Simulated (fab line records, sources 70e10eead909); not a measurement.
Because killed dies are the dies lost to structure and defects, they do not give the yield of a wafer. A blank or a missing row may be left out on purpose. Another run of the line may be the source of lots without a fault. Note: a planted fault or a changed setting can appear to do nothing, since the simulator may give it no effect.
Which of the tools did it? | flow nand harc | Sampling: 11 lots, 33 wafers, 7 of 1302 route steps

WHAT EACH GAUGE READ, for each wafer
NHARC_A_SOURCE_PLATE_THK_MEAS_06: measures by ellipsometry.
lot  | measured     | on            | thk nm (nm)
L914 | day 8 07:02  | film metro-02 | 201.9 202.0 203.7
L915 | day 8 07:03  | film metro-02 | 198.3 197.4 199.9
L921 | day 10 20:08 | film metro-01 | 338.1 338.4 341.0
L922 | day 10 20:08 | film metro-02 | 336.9 336.3 337.6
L923 | day 11 08:19 | film metro-02 | 336.6 338.0 337.4
L925 | day 12 07:50 | film metro-01 | 201.0 200.4 202.4
L930 | day 14 12:50 | film metro-02 | 197.5 200.3 197.5
L931 | day 14 12:49 | film metro-01 | 202.4 203.5 201.3
L933 | day 15 15:02 | film metro-01 | 203.5 201.6 201.3
L935 | day 15 23:58 | film metro-01 | 200.9 199.0 200.3
L937 | day 17 08:04 | film metro-01 | 200.0 199.8 197.7

NHARC_A_SOURCE_PLATE_INSPECT_08.
lot  | measured     | on                | raw defect count
L914 | day 8 07:07  | defect inspect-01 | 94 112 74
L915 | day 8 07:07  | defect inspect-02 | 112 85 44
L921 | day 10 20:12 | defect inspect-02 | 83 82 60
L922 | day 10 20:12 | defect inspect-01 | 47 18 31
L923 | day 11 08:24 | defect inspect-02 | 86 82 81
L925 | day 12 07:56 | defect inspect-02 | 52 61 46
L930 | day 14 12:56 | defect inspect-01 | 53 54 83
L931 | day 14 12:53 | defect inspect-02 | 73 50 54
L933 | day 15 15:08 | defect inspect-01 | 88 111 103
L935 | day 16 00:01 | defect inspect-01 | 93 56 50
L937 | day 17 08:08 | defect inspect-01 | 62 62 95

NHARC_END_SORT_01.
lot  | measured     | on        | killed at array | killed at other | killed at periphery | killed dies | killed open | killed short
L914 | day 24 23:42 | prober-02 | 52 39 47        | 2 1 0           | 1 2 1               | 55 42 48    | 2 2 4       | 6 2 2
L915 | day 24 08:28 | prober-02 | 79 77 88        | 5 1 8           | 2 1 2               | 86 79 98    | 5 3 1       | 1 0 2
L921 | day 27 10:53 | prober-02 | 69 81 65        | 1 6 4           | 6 4 2               | 76 91 71    | 1 5 5       | 3 2 2
L922 | day 28 04:38 | prober-02 | 52 57 68        | 4 0 1           | 4 3 1               | 60 60 70    | 7 2 3       | 0 2 4
L923 | day 28 06:11 | prober-01 | 75 65 88        | 4 0 1           | 6 2 1               | 85 67 90    | 2 2 1       | 3 2 3
L925 | day 29 01:17 | prober-02 | 47 47 42        | 3 0 0           | 8 2 5               | 58 49 47    | 5 0 2       | 4 2 3
L930 | day 30 15:24 | prober-02 | 34 36 22        | 1 0 0           | 10 9 11             | 45 45 33    | 5 5 1       | 3 3 2
L931 | day 30 16:14 | prober-01 | 62 85 74        | 0 2 0           | 6 7 9               | 68 94 83    | 2 3 3       | 3 5 6
L933 | day 31 18:45 | prober-02 | 53 51 50        | 0 1 0           | 0 4 3               | 53 56 53    | 0 4 4       | 1 6 4
L935 | day 33 05:14 | prober-02 | 64 58 46        | 0 2 2           | 3 0 2               | 67 60 50    | 6 4 1       | 3 5 0
L937 | day 34 13:49 | prober-01 | 19 26 20        | 2 4 4           | 3 8 7               | 24 38 31    | 2 8 5       | 3 0 3

WHICH TOOL RAN EACH LOT (tool, then ch and the chambers of the sampled wafers, then the start)
lot  | NHARC_P_BONDPAD_CMP_19        | NHARC_P_BONDPAD_ACTIVATE_29        | NHARC_A_SOURCE_PLATE_PVD_04  | NHARC_A_SOURCE_PLATE_CVD_03
L914 | cmp-02 ch 1,2,3, day 7 06:30  | rie diel-10 ch 0,1,2, day 7 07:05  | pvd sputter-01, day 7 17:12  | lpcvd poly-03 ch 0, day 7 19:38
L915 | cmp-03 ch 1,2,3, day 7 07:43  | rie diel-09 ch 0,2,3, day 7 08:19  | pvd sputter-03, day 7 17:12  | lpcvd poly-03 ch 0, day 7 19:38
L921 | cmp-01 ch 0,3, day 9 20:43    | rie diel-06 ch 0,2,3, day 9 21:20  | pvd sputter-03, day 10 07:14 | lpcvd poly-03 ch 0, day 10 09:39
L922 | cmp-03 ch 0,1,2, day 9 21:16  | rie diel-10 ch 2,3, day 9 21:49    | pvd sputter-01, day 10 07:17 | lpcvd poly-03 ch 0, day 10 09:39
L923 | cmp-01 ch 0,1,2, day 10 09:22 | rie diel-10 ch 0,1,3, day 10 10:01 | pvd sputter-03, day 10 19:31 | lpcvd poly-03 ch 0, day 10 21:56
L925 | cmp-03 ch 0,1,2, day 11 08:51 | rie diel-09 ch 1,3, day 11 09:24   | pvd sputter-02, day 11 19:22 | lpcvd poly-01 ch 0, day 11 21:50
L930 | cmp-03 ch 0,2,3, day 13 12:40 | rie diel-10 ch 0,2,3, day 13 13:17 | pvd sputter-01, day 13 23:46 | lpcvd poly-01 ch 0, day 14 02:16
L931 | cmp-01 ch 1,2, day 13 14:52   | rie diel-06 ch 0,1,2, day 13 15:28 | pvd sputter-02, day 13 23:46 | lpcvd poly-01 ch 0, day 14 02:16
L933 | cmp-03 ch 0,2,3, day 14 13:59 | rie diel-10 ch 1,2,3, day 14 14:36 | pvd sputter-01, day 15 00:37 | lpcvd poly-03 ch 0, day 15 03:01
L935 | cmp-03 ch 1,2, day 15 01:10   | rie diel-10 ch 2,3, day 15 01:46   | pvd sputter-03, day 15 11:35 | lpcvd poly-02 ch 0, day 15 14:04
L937 | cmp-03 ch 0,1, day 16 05:08   | rie diel-06 ch 0,1, day 16 05:44   | pvd sputter-03, day 16 17:20 | lpcvd poly-02 ch 0, day 16 19:52
- NHARC_P_BONDPAD_CMP_19: polishes, t overpolish 30 s, cu recess touch 16 s, target thk 160.81 nm.
- NHARC_P_BONDPAD_ACTIVATE_29: chemistry N2, time 60 s.
- NHARC_A_SOURCE_PLATE_PVD_04: deposits WSi2, target thk 50 nm.
- NHARC_A_SOURCE_PLATE_CVD_03: deposits poly-Si, target thk 200 nm, time 4000 s.

WHAT THE TOOLS THEMSELVES READ (means of the sampled wafers that have a number; where no wafer has one, the mark that the record gives instead)
NHARC_P_BONDPAD_CMP_19.
lot  | tool   | motor current A (A) | overpolish run s (s) | pad life wafers
L914 | cmp-02 | 11.2                | 29.991               | 62
L915 | cmp-03 | 10.8                | 30.000               | 308
L921 | cmp-01 | 10.6                | 29.996               | 98
L922 | cmp-03 | 11.8                | 29.994               | 201
L923 | cmp-01 | 10.8                | 30.002               | 139
L925 | cmp-03 | 11.3                | 30.004               | 333
L930 | cmp-03 | 10.1                | 29.992               | 145
L931 | cmp-01 | 10.6                | 30.004               | 36
L933 | cmp-03 | 10.5                | 29.993               | 253
L935 | cmp-03 | 10.6                | 29.997               | 296
L937 | cmp-03 | 11.4                | 30.000               | 14

NHARC_P_BONDPAD_ACTIVATE_29.
lot  | tool        | drypump motor current A (A) | oes product au (a.u.) | rf vpp V (V) | showerhead plenum p Torr (Torr)
L914 | rie diel-10 | 5.8                         | 1.004                 | 64.3         | 1.76
L915 | rie diel-09 | 6.3                         | 1.003                 | 64.4         | 1.81
L921 | rie diel-06 | 5.5                         | 1.007                 | 63.8         | 1.79
L922 | rie diel-10 | 5.1                         | 0.997                 | 63.4         | 1.68
L923 | rie diel-10 | 5.6                         | 1.006                 | 63.4         | 1.76
L925 | rie diel-09 | 6.3                         | 1.006                 | 64.5         | 1.84
L930 | rie diel-10 | 5.4                         | 0.998                 | 64.7         | 1.74
L931 | rie diel-06 | 5.5                         | 1.005                 | 64.7         | 1.78
L933 | rie diel-10 | 5.3                         | 1.003                 | 63.8         | 1.69
L935 | rie diel-10 | 5.1                         | 1.004                 | 63.8         | 1.67
L937 | rie diel-06 | 5.6                         | 0.996                 | 63.9         | 1.77

NHARC_A_SOURCE_PLATE_CVD_03.
lot  | tool          | spike tc bottom C (C) | spike tc centre C (C) | spike tc lower C (C) | spike tc top C (C) | spike tc upper C (C) | tube center temp C (C)
L914 | lpcvd poly-03 | 637.8                 | 621.9                 | 618.7                | 640.2              | 620.7                | 620
L915 | lpcvd poly-03 | 637.8                 | 621.5                 | 618.7                | 640.2              | 619.2                | 620
L921 | lpcvd poly-03 | 659.6                 | 642.9                 | 641.0                | 662.2              | 643.9                | 643
L922 | lpcvd poly-03 | 660.0                 | 644.6                 | 641.3                | 663.3              | 642.5                | 643
L923 | lpcvd poly-03 | 661.1                 | 645.2                 | 641.4                | 663.0              | 643.0                | 643
L925 | lpcvd poly-01 | 639.8                 | 619.8                 | 621.1                | 636.0              | 618.8                | 620
L930 | lpcvd poly-01 | 639.6                 | 620.5                 | 622.0                | 637.3              | 619.8                | 620
L931 | lpcvd poly-01 | 640.7                 | 620.4                 | 620.3                | 636.1              | 619.7                | 620
L933 | lpcvd poly-03 | 637.3                 | 620.9                 | 618.8                | 639.8              | 619.8                | 620
L935 | lpcvd poly-02 | 643.2                 | 619.6                 | 619.5                | 637.1              | 619.9                | 620
L937 | lpcvd poly-02 | 642.5                 | 619.6                 | 620.2                | 636.1              | 619.4                | 620

THE ANSWER, worked out from the rows above alone
Rule: what is usual is taken from the lots themselves. Put in order of their means at a reading, lots are off if they are a third of the lots or fewer, leave a main group of 4 or more, and stand apart from it by a gap of 3 or more times the standard deviation of the main group's means; of several such gaps the widest counts. A main group is skipped when, at the precision printed for the reading in the tables above, its means are all equal. A lot without any number at a reading at which 4 lots or more have one is off too. All remaining lots with rows at the step are treated as sound. First the gauges in route order, then the tools' own readings, where a lot's mean is used as printed above. The first step at which some lot is off is used, and at that step the reading that is off furthest; a lot without a number counts as furthest.
Off, at NHARC_A_SOURCE_PLATE_THK_MEAS_06 on thk nm: L921, L922, L923. For the main group the mean is 200.6 nm and the standard deviation 1.6.
A tool fits if, at a process step before that reading, it ran every lot that is off, and no sound lot after the first of them. Not tried: the gauges at NHARC_A_SOURCE_PLATE_THK_MEAS_06; whatever is off there is also off at NHARC_A_SOURCE_PLATE_CVD_03, on other tools, and gauge error can't account for it. None of those tried fits.

WHAT WAS PUT IN BY THE SIMULATOR
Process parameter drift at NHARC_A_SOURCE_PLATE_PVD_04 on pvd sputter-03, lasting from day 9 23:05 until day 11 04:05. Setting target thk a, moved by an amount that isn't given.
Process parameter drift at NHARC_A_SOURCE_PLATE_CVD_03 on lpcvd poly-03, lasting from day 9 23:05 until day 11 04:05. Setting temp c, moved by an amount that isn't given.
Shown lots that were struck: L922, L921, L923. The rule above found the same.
